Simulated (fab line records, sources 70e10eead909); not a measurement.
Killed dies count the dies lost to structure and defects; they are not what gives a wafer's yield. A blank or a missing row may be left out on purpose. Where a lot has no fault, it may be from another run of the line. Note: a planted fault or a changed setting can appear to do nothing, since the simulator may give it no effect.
fab line records || flow nandHarc
record {"lots": 6, "wafers": 18, "lastDay": 23}
route steps=1159 shown P_ZERO_WELL@60 P_STI@69 END@1159
lots untouched by any fault: they come from a run of this same line in which no faults occurred
startH: hours from the record's opening day to when the first of the lot's shown wafers began || waitH: hours elapsed since this lot's preceding step || " identical to the entry in the row above || L1.1+2: a single row standing in for several wafers || - either no value or no given start || * or withheld: withheld || < > ~ a bound
route shown NAME@n: NAME is a module with steps in the file, n the number in the route of the first one || usual: average and standard deviation across the fault-free wafers || same: alike in all rows || chamber/n: place in a boat || sites: readings site by site || _std_site: the values' standard deviation || _edge_site: mean of outer sites minus mean of inner sites || radiusMm: how far each site lies from the wafer's centre || mask NAME#n: copy n || behind: the tool/chamber that last shaped the wafer || hold: why the lot was held/for how many hours/how that ended || device: whichever transistor did not switch (one of n, p or np) || end of line: tests run on the same wafers once the route is complete || a step with no rows: only its recipe || killed: at the first sort, the dies lost to defects and structure; wafer yield is something else || map: dies across one wafer; x = killed, . = not, _ = none there
set.NAME: the setting the step ran with; set.NAME@STEP: the setting that earlier step ran with || model.NAME: the simulator's own value behind a step, which no gauge read
lots at selected steps of the route; one table per step, one row per wafer
services: when a tool's chamber went out of use (startH, in hours from the record's first day, below 0 if earlier), for how many hours, and the reason
## steps
# step NHARC_P_ZERO_WELL_HARDBAKE_53
# recipe {"tempC": 125, "timeS": 80}
# step NHARC_P_ZERO_WELL_DESCUM_54
# recipe {"timeS": 3, "o2FlowSccm": 200, "arFlowSccm": 0, "biasPowerW": 0, "chemistry": "O2"}
# usual {"drypumpMotorCurrentA": "5.6/0.54", "oesProductAu": "1.005/0.011", "rfVppV": "57.8/0.94", "showerheadPlenumPTorr": "1.92/0.087", "throttleValvePct": "11.311/0.01"}
{"lot.wafer": "L803.3", "tool": "rieDiel-07", "chamber": 3, "startH": 18.05, "waitH": "-", "drypumpMotorCurrentA": 5.2, "oesProductAu": 0.992, "rfHoursCounterH": 9, "rfVppV": 58.0, "showerheadPlenumPTorr": 1.82, "throttleValvePct": 11.316}
{"lot.wafer": "L803.4", "tool": "rieDiel-07", "chamber": 3, "startH": 18.05, "waitH": "-", "drypumpMotorCurrentA": 5.2, "oesProductAu": 0.996, "rfHoursCounterH": "-", "rfVppV": 56.4, "showerheadPlenumPTorr": 1.82, "throttleValvePct": 11.327}
{"lot.wafer": "L803.6", "tool": "rieDiel-07", "chamber": 0, "startH": 18.05, "waitH": "-", "drypumpMotorCurrentA": 5.1, "oesProductAu": 1.004, "rfHoursCounterH": "-", "rfVppV": 59.1, "showerheadPlenumPTorr": 2.00, "throttleValvePct": 11.295}
{"lot.wafer": "L807.1", "tool": "rieDiel-01", "chamber": 3, "startH": 41.81, "waitH": "-", "drypumpMotorCurrentA": 5.9, "oesProductAu": 1.026, "rfHoursCounterH": 5, "rfVppV": 59.4, "showerheadPlenumPTorr": 2.04, "throttleValvePct": 11.323}
{"lot.wafer": "L807.4", "tool": "rieDiel-01", "chamber": 1, "startH": 41.81, "waitH": "-", "drypumpMotorCurrentA": 6.5, "oesProductAu": 1.016, "rfHoursCounterH": 5, "rfVppV": 55.7, "showerheadPlenumPTorr": 1.94, "throttleValvePct": 11.314}
{"lot.wafer": "L807.6", "tool": "rieDiel-01", "chamber": 3, "startH": 41.81, "waitH": "-", "drypumpMotorCurrentA": 5.9, "oesProductAu": 1.016, "rfHoursCounterH": "-", "rfVppV": 58.6, "showerheadPlenumPTorr": 2.04, "throttleValvePct": 11.299}
{"lot.wafer": "L810.4", "tool": "rieDiel-03", "chamber": 2, "startH": 59.85, "waitH": "-", "drypumpMotorCurrentA": 6.6, "oesProductAu": 0.995, "rfHoursCounterH": 2, "rfVppV": 57.0, "showerheadPlenumPTorr": 1.79, "throttleValvePct": 11.306}
{"lot.wafer": "L810.3", "tool": "rieDiel-03", "chamber": 3, "startH": 59.85, "waitH": "-", "drypumpMotorCurrentA": 6.3, "oesProductAu": 0.982, "rfHoursCounterH": 2, "rfVppV": 58.3, "showerheadPlenumPTorr": 2.03, "throttleValvePct": 11.305}
{"lot.wafer": "L810.2", "tool": "rieDiel-03", "chamber": 0, "startH": 59.85, "waitH": "-", "drypumpMotorCurrentA": 5.3, "oesProductAu": 0.995, "rfHoursCounterH": 1, "rfVppV": 58.4, "showerheadPlenumPTorr": 1.91, "throttleValvePct": 11.312}
{"lot.wafer": "L813.4", "tool": "rieDiel-01", "chamber": 3, "startH": 77.99, "waitH": "-", "drypumpMotorCurrentA": 5.9, "oesProductAu": 1.020, "rfHoursCounterH": "-", "rfVppV": 59.1, "showerheadPlenumPTorr": 2.04, "throttleValvePct": 11.326}
{"lot.wafer": "L813.5", "tool": "rieDiel-01", "chamber": 0, "startH": 77.99, "waitH": "-", "drypumpMotorCurrentA": 5.9, "oesProductAu": 0.987, "rfHoursCounterH": "-", "rfVppV": 56.9, "showerheadPlenumPTorr": 1.86, "throttleValvePct": 11.293}
{"lot.wafer": "L813.6", "tool": "rieDiel-01", "chamber": 2, "startH": 77.99, "waitH": "-", "drypumpMotorCurrentA": 5.1, "oesProductAu": 0.998, "rfHoursCounterH": "-", "rfVppV": 57.9, "showerheadPlenumPTorr": 1.79, "throttleValvePct": 11.294}
{"lot.wafer": "L814.2", "tool": "rieDiel-03", "chamber": 1, "startH": 83.61, "waitH": "-", "drypumpMotorCurrentA": 4.9, "oesProductAu": 1.006, "rfHoursCounterH": 3, "rfVppV": 58.4, "showerheadPlenumPTorr": 1.94, "throttleValvePct": 11.332}
{"lot.wafer": "L814.4", "tool": "rieDiel-03", "chamber": 3, "startH": 83.61, "waitH": "-", "drypumpMotorCurrentA": 6.3, "oesProductAu": 0.995, "rfHoursCounterH": 4, "rfVppV": 59.0, "showerheadPlenumPTorr": 2.03, "throttleValvePct": 11.318}
{"lot.wafer": "L814.5", "tool": "rieDiel-03", "chamber": 0, "startH": 83.61, "waitH": "-", "drypumpMotorCurrentA": 5.3, "oesProductAu": 1.011, "rfHoursCounterH": "-", "rfVppV": 57.1, "showerheadPlenumPTorr": 1.91, "throttleValvePct": 11.304}
{"lot.wafer": "L822.1", "tool": "rieDiel-01", "chamber": 2, "startH": 132.07, "waitH": "-", "drypumpMotorCurrentA": 5.2, "oesProductAu": 1.008, "rfHoursCounterH": 12, "rfVppV": 57.2, "showerheadPlenumPTorr": 1.79, "throttleValvePct": 11.303}
{"lot.wafer": "L822.3", "tool": "rieDiel-01", "chamber": 3, "startH": 132.07, "waitH": "-", "drypumpMotorCurrentA": 5.9, "oesProductAu": 1.007, "rfHoursCounterH": 12, "rfVppV": 57.6, "showerheadPlenumPTorr": 2.04, "throttleValvePct": 11.309}
{"lot.wafer": "L822.6", "tool": "rieDiel-01", "chamber": 1, "startH": 132.07, "waitH": "-", "drypumpMotorCurrentA": 6.5, "oesProductAu": 1.012, "rfHoursCounterH": "-", "rfVppV": 58.5, "showerheadPlenumPTorr": 1.94, "throttleValvePct": 11.322}
# step NHARC_P_ZERO_WELL_IMPLANT_55
# recipe {"energyKev": 180, "doseCm2": 8e+11, "tiltDeg": 7}
# step NHARC_P_ZERO_WELL_IMPLANT_61
# recipe {"energyKev": 30, "doseCm2": 5e+11, "tiltDeg": 7}
# step NHARC_P_ZERO_WELL_STRIP_56
# recipe {"timeS": 840, "tempC": 130, "chemistry": "SPM"}
# step NHARC_P_ZERO_WELL_PRECLEAN_68
# recipe {"timeS": 60, "tempC": 50, "bathAgeMin": 0, "chemistry": "SC1"}
# step NHARC_P_ZERO_WELL_SRD_69
# step NHARC_P_ZERO_WELL_RTA_42
# recipe {"tempC": 1100, "timeS": 300}
# usual {"lampPowerPct": "35.1/0.34", "wafer_temp_C_max": "1106.0/2.3"}
{"lot.wafer": "L803.3", "tool": "rtpAnneal-02", "chamber": 0, "startH": 19.34, "waitH": "-", "lampPowerPct": 34.8, "wafer_temp_C_max": 1105.1}
{"lot.wafer": "L803.4", "tool": "rtpAnneal-02", "chamber": 0, "startH": 19.34, "waitH": "-", "lampPowerPct": 34.7, "wafer_temp_C_max": 1105.0}
{"lot.wafer": "L803.6", "tool": "rtpAnneal-02", "chamber": 0, "startH": 19.34, "waitH": "-", "lampPowerPct": 34.8, "wafer_temp_C_max": 1108.6}
{"lot.wafer": "L807.1", "tool": "rtpAnneal-02", "chamber": 0, "startH": 42.79, "waitH": "-", "lampPowerPct": 34.9, "wafer_temp_C_max": 1106.3}
{"lot.wafer": "L807.4", "tool": "rtpAnneal-02", "chamber": 0, "startH": 42.79, "waitH": "-", "lampPowerPct": 34.9, "wafer_temp_C_max": 1105.4}
{"lot.wafer": "L807.6", "tool": "rtpAnneal-02", "chamber": 0, "startH": 42.79, "waitH": "-", "lampPowerPct": 34.9, "wafer_temp_C_max": 1107.0}
{"lot.wafer": "L810.2", "tool": "rtpAnneal-01", "chamber": 0, "startH": 60.94, "waitH": "-", "lampPowerPct": 35.6, "wafer_temp_C_max": 1102.3}
{"lot.wafer": "L810.3", "tool": "rtpAnneal-01", "chamber": 0, "startH": 60.94, "waitH": "-", "lampPowerPct": 35.6, "wafer_temp_C_max": 1102.1}
{"lot.wafer": "L810.4", "tool": "rtpAnneal-01", "chamber": 0, "startH": 60.94, "waitH": "-", "lampPowerPct": 35.6, "wafer_temp_C_max": 1102.7}
{"lot.wafer": "L813.4", "tool": "rtpAnneal-02", "chamber": 0, "startH": 79.26, "waitH": "-", "lampPowerPct": 34.8, "wafer_temp_C_max": 1109.1}
{"lot.wafer": "L813.5", "tool": "rtpAnneal-02", "chamber": 0, "startH": 79.26, "waitH": "-", "lampPowerPct": 34.8, "wafer_temp_C_max": 1108.4}
{"lot.wafer": "L813.6", "tool": "rtpAnneal-02", "chamber": 0, "startH": 79.26, "waitH": "-", "lampPowerPct": 34.8, "wafer_temp_C_max": 1106.1}
{"lot.wafer": "L814.2", "tool": "rtpAnneal-02", "chamber": 0, "startH": 84.68, "waitH": "-", "lampPowerPct": 34.9, "wafer_temp_C_max": 1105.9}
{"lot.wafer": "L814.4", "tool": "rtpAnneal-02", "chamber": 0, "startH": 84.68, "waitH": "-", "lampPowerPct": 34.9, "wafer_temp_C_max": 1106.7}
{"lot.wafer": "L814.5", "tool": "rtpAnneal-02", "chamber": 0, "startH": 84.68, "waitH": "-", "lampPowerPct": 34.9, "wafer_temp_C_max": 1108.6}
{"lot.wafer": "L822.1", "tool": "rtpAnneal-02", "chamber": 0, "startH": 133.03, "waitH": "-", "lampPowerPct": 34.8, "wafer_temp_C_max": 1106.9}
{"lot.wafer": "L822.3", "tool": "rtpAnneal-02", "chamber": 0, "startH": 133.03, "waitH": "-", "lampPowerPct": 34.8, "wafer_temp_C_max": 1107.8}
{"lot.wafer": "L822.6", "tool": "rtpAnneal-02", "chamber": 0, "startH": 133.03, "waitH": "-", "lampPowerPct": 34.8, "wafer_temp_C_max": 1107.4}
# step NHARC_P_ZERO_WELL_INSPECT_43
# usual {"rawDefectCount": "13/6.4"}
{"lot.wafer": "L803.3", "tool": "defectInspect-02", "chamber": "-", "startH": 19.79, "waitH": 0.3, "rawDefectCount": 20}
{"lot.wafer": "L803.4", "tool": "defectInspect-02", "chamber": "-", "startH": 19.79, "waitH": 0.3, "rawDefectCount": 12}
{"lot.wafer": "L803.6", "tool": "defectInspect-02", "chamber": "-", "startH": 19.79, "waitH": 0.3, "rawDefectCount": 6}
{"lot.wafer": "L807.1", "tool": "defectInspect-02", "chamber": "-", "startH": 43.46, "waitH": 0.6, "rawDefectCount": 14}
{"lot.wafer": "L807.4", "tool": "defectInspect-02", "chamber": "-", "startH": 43.46, "waitH": 0.6, "rawDefectCount": 16}
{"lot.wafer": "L807.6", "tool": "defectInspect-02", "chamber": "-", "startH": 43.46, "waitH": 0.6, "rawDefectCount": 38}
{"lot.wafer": "L810.2", "tool": "defectInspect-02", "chamber": "-", "startH": 61.51, "waitH": 0.5, "rawDefectCount": 11}
{"lot.wafer": "L810.3", "tool": "defectInspect-02", "chamber": "-", "startH": 61.51, "waitH": 0.5, "rawDefectCount": 6}
{"lot.wafer": "L810.4", "tool": "defectInspect-02", "chamber": "-", "startH": 61.51, "waitH": 0.5, "rawDefectCount": 9}
{"lot.wafer": "L813.4", "tool": "defectInspect-02", "chamber": "-", "startH": 79.61, "waitH": 0.2, "rawDefectCount": 9}
{"lot.wafer": "L813.5", "tool": "defectInspect-02", "chamber": "-", "startH": 79.61, "waitH": 0.2, "rawDefectCount": 15}
{"lot.wafer": "L813.6", "tool": "defectInspect-02", "chamber": "-", "startH": 79.61, "waitH": 0.2, "rawDefectCount": 14}
{"lot.wafer": "L814.2", "tool": "defectInspect-02", "chamber": "-", "startH": 85.27, "waitH": 0.5, "rawDefectCount": 10}
{"lot.wafer": "L814.4", "tool": "defectInspect-02", "chamber": "-", "startH": 85.27, "waitH": 0.5, "rawDefectCount": 3}
{"lot.wafer": "L814.5", "tool": "defectInspect-02", "chamber": "-", "startH": 85.27, "waitH": 0.5, "rawDefectCount": 12}
{"lot.wafer": "L822.1", "tool": "defectInspect-01", "chamber": "-", "startH": 133.70, "waitH": 0.6, "rawDefectCount": 14}
{"lot.wafer": "L822.3", "tool": "defectInspect-01", "chamber": "-", "startH": 133.70, "waitH": 0.6, "rawDefectCount": 15}
{"lot.wafer": "L822.6", "tool": "defectInspect-01", "chamber": "-", "startH": 133.70, "waitH": 0.6, "rawDefectCount": 22}
# step NHARC_P_STI_ETCH_26
# recipe {"targetDepthA": 110, "chemistry": "dHF", "material": "SiO2"}
# step NHARC_P_STI_PRECLEAN_27
# recipe {"timeS": "*", "tempC": 50, "bathAgeMin": 0, "chemistry": "SC1"}
# step NHARC_P_STI_SRD_28
# step NHARC_P_STI_OXIDE_29
# recipe {"targetThkA": 100, "tempC": 900, "oxTimeS": 1362, "material": "SiO2"}
{"lot.wafer": "L803.3+4+6", "tool": "furnace-02", "chamber": 0, "startH": 28.01, "waitH": "-"}
{"lot.wafer": "L807.1+4+6", "tool": "furnace-02", "chamber": 0, "startH": 48.74, "waitH": "-"}
{"lot.wafer": "L810.2+3+4", "tool": "furnace-02", "chamber": 0, "startH": 67.73, "waitH": "-"}
{"lot.wafer": "L813.4+5+6", "tool": "furnace-02", "chamber": 0, "startH": 80.30, "waitH": "-"}
{"lot.wafer": "L814.2+4+5", "tool": "furnace-08", "chamber": 0, "startH": 89.25, "waitH": "-"}
{"lot.wafer": "L814.2+4+5", "tool": "furnace-08", "chamber": 0, "startH": 97.00, "waitH": 4.0}
{"lot.wafer": "L822.1+3+6", "tool": "furnace-02", "chamber": 0, "startH": 136.40, "waitH": "-"}
{"lot.wafer": "L822.1+3+6", "tool": "furnace-08", "chamber": 0, "startH": 140.60, "waitH": 0.5}
# step NHARC_P_STI_HM_DEP_30
# recipe {"targetThkA": 800, "tempC": 790, "pressureMtorr": 300, "timeS": 873, "material": "Si3N4"}
# step NHARC_END_SORT_01
# recipe {"tempC": 25}
# usual {"killedAtArray": "29/11", "killedAtOther": "0.6/0.75", "killedAtPeriphery": "3.1/2.1", "killedDies": "32/11", "killedOpen": "3.0/1.8", "killedShort": "1.8/1.3"}
# same {"grossDies": 677}
{"lot.wafer": "L810.2", "tool": "prober-01", "chamber": 0, "startH": 475.45, "waitH": 2.8, "killedAtArray": 38, "killedAtOther": 1, "killedAtPeriphery": 3, "killedDies": 42, "killedOpen": 4, "killedShort": 2}
{"lot.wafer": "L810.3", "tool": "prober-01", "chamber": 0, "startH": 476.26, "waitH": 3.1, "killedAtArray": 36, "killedAtOther": 0, "killedAtPeriphery": 2, "killedDies": 38, "killedOpen": 2, "killedShort": 1}
{"lot.wafer": "L810.4", "tool": "prober-01", "chamber": 0, "startH": 477.07, "waitH": 3.4, "killedAtArray": 20, "killedAtOther": 0, "killedAtPeriphery": 5, "killedDies": 25, "killedOpen": 2, "killedShort": 2}
{"lot.wafer": "L813.4", "tool": "prober-02", "chamber": 0, "startH": 500.97, "waitH": 3.4, "killedAtArray": 21, "killedAtOther": 0, "killedAtPeriphery": 4, "killedDies": 25, "killedOpen": 2, "killedShort": 0}
{"lot.wafer": "L813.5", "tool": "prober-02", "chamber": 0, "startH": 501.77, "waitH": 3.7, "killedAtArray": 29, "killedAtOther": 1, "killedAtPeriphery": 5, "killedDies": 35, "killedOpen": 3, "killedShort": 1}
{"lot.wafer": "L813.6", "tool": "prober-02", "chamber": 0, "startH": 502.57, "waitH": 4.0, "killedAtArray": 26, "killedAtOther": 0, "killedAtPeriphery": 5, "killedDies": 31, "killedOpen": 3, "killedShort": 2}
# killed by level:class
L810.2 A_CHANNEL_HOLE_D1:chamberFilmFlake=14 A_SLIT:chamberFilmFlake=14 A_CONTACT:chamberFilmFlake=3 P_STI:chamberFilmFlake=2 A_STAIRCASE:chamberFilmFlake=2 P_M0:geometricParticle:short=1 A_WL_FILL:geometricParticle:open=1 A_CONTACT:geometricParticle:open=1
L810.3 A_CHANNEL_HOLE_D1:chamberFilmFlake=13 A_SLIT:chamberFilmFlake=10 A_CHANNEL_FILL_D1:chamberFilmFlake=4 A_STAIRCASE:chamberFilmFlake=3 P_M0:chamberFilmFlake=2 A_CONTACT:chamberFilmFlake=2 A_CONTACT:geometricParticle:open=1 A_M0:geometricParticle:short=1
L810.4 A_SLIT:chamberFilmFlake=9 P_STI:chamberFilmFlake=4 A_CHANNEL_HOLE_D1:chamberFilmFlake=3 A_CONTACT:chamberFilmFlake=2 P_CONTACT:geometricParticle:open=1 A_CHANNEL_HOLE_D1:geometricParticle:short=1 A_CHANNEL_HOLE_D1:geometricParticle:open=1 A_WL_FILL:geometricParticle:short=1
L813.4 A_SLIT:chamberFilmFlake=10 A_CHANNEL_HOLE_D1:chamberFilmFlake=6 A_CONTACT:geometricParticle:open=2 P_M1:chamberFilmFlake=2 P_STI:chamberFilmFlake=1 P_CONTACT:chamberFilmFlake=1 A_ZERO_WELL:chamberFilmFlake=1 A_WL_FILL:chamberFilmFlake=1
L813.5 A_SLIT:chamberFilmFlake=17 A_CHANNEL_HOLE_D1:chamberFilmFlake=8 P_GATE:geometricParticle:open=1 P_CONTACT:geometricParticle:open=1 A_ONON_D1:geometricParticle:open=1 A_CHANNEL_FILL_D1:geometricParticle:short=1 P_ZERO_WELL:chamberFilmFlake=1 P_CONTACT:chamberFilmFlake=1
L813.6 A_CHANNEL_HOLE_D1:chamberFilmFlake=9 A_SLIT:chamberFilmFlake=8 P_CONTACT:chamberFilmFlake=2 P_M1:chamberFilmFlake=2 A_STAIRCASE:chamberFilmFlake=2 A_SOURCE_PLATE:geometricParticle:open=1 A_ONON_D1:geometricParticle:short=1 A_ONON_D1:geometricParticle:open=1
## services
{"tool": "rieDiel-01", "chamber": 0, "startH": -5.36, "hours": "-", "kind": "clean"}
{"tool": "rieDiel-01", "chamber": 1, "startH": -5.36, "hours": "-", "kind": "clean"}
{"tool": "rieDiel-01", "chamber": 2, "startH": -5.36, "hours": "-", "kind": "clean"}
{"tool": "rieDiel-01", "chamber": 3, "startH": -5.36, "hours": "-", "kind": "clean"}
{"tool": "rieDiel-03", "chamber": 3, "startH": -5.11, "hours": 14.9, "kind": "repair"}
{"tool": "rieDiel-01", "chamber": 1, "startH": -3.50, "hours": 6.5, "kind": "repair"}
{"tool": "rieDiel-07", "chamber": 2, "startH": 10.92, "hours": 7.8, "kind": "repair"}
{"tool": "rieDiel-01", "chamber": 0, "startH": 19.14, "hours": "-", "kind": "clean"}
{"tool": "rieDiel-01", "chamber": 1, "startH": 19.14, "hours": "-", "kind": "clean"}
{"tool": "rieDiel-01", "chamber": 2, "startH": 19.14, "hours": "-", "kind": "clean"}
{"tool": "rieDiel-01", "chamber": 3, "startH": 19.14, "hours": "-", "kind": "clean"}
{"tool": "rieDiel-01", "chamber": 0, "startH": 19.28, "hours": 3.9, "kind": "repair"}
{"tool": "furnace-08", "chamber": "-", "startH": 21.57, "hours": 26.0, "kind": "pm"}
{"tool": "rieDiel-07", "chamber": 0, "startH": 24.71, "hours": 21.0, "kind": "repair"}
{"tool": "rieDiel-07", "chamber": 1, "startH": 37.60, "hours": 2.2, "kind": "repair"}
{"tool": "rieDiel-03", "chamber": "-", "startH": 38.39, "hours": 9.0, "kind": "pm"}
{"tool": "rieDiel-01", "chamber": 0, "startH": 43.64, "hours": "-", "kind": "clean"}
{"tool": "rieDiel-07", "chamber": 3, "startH": 49.39, "hours": 1.6, "kind": "repair"}
{"tool": "rieDiel-07", "chamber": "-", "startH": 51.20, "hours": 9.0, "kind": "pm"}
{"tool": "rieDiel-01", "chamber": 1, "startH": 53.12, "hours": 51.3, "kind": "repair"}
{"tool": "rieDiel-03", "chamber": 2, "startH": 70.10, "hours": 4.1, "kind": "repair"}
{"tool": "rieDiel-03", "chamber": 3, "startH": 90.83, "hours": 2.5, "kind": "repair"}
{"tool": "furnace-02", "chamber": "-", "startH": 110.40, "hours": 26.0, "kind": "pm"}
{"tool": "rieDiel-01", "chamber": "-", "startH": 138.14, "hours": 9.0, "kind": "pm"}
## key
firstSign {"step": "NHARC_P_STI_OXIDE_29", "reading": "visit", "direction": "added"}
effect none on later readings
metAt NHARC_P_STI_OXIDE_29
struckWafers L814.2,L814.4,L814.5,L822.1,L822.3,L822.6
testerLeftOut L814,L822
fault {"kind": "repeatedStepWhole", "tool": "furnace-02,furnace-07,furnace-08", "chamber": "-", "onsetH": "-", "steps": "NHARC_P_STI_OXIDE_29", "times": 1, "scope": "struckLotsOnly"}
# testerLeftOut: of these lots the tester's yield and bins aren't shown, on N5 and GAA mostly nor the transistor test; their killed dies are dies lost to structure and defects alone, not to doping, threshold or leakage, so they don't give the yield
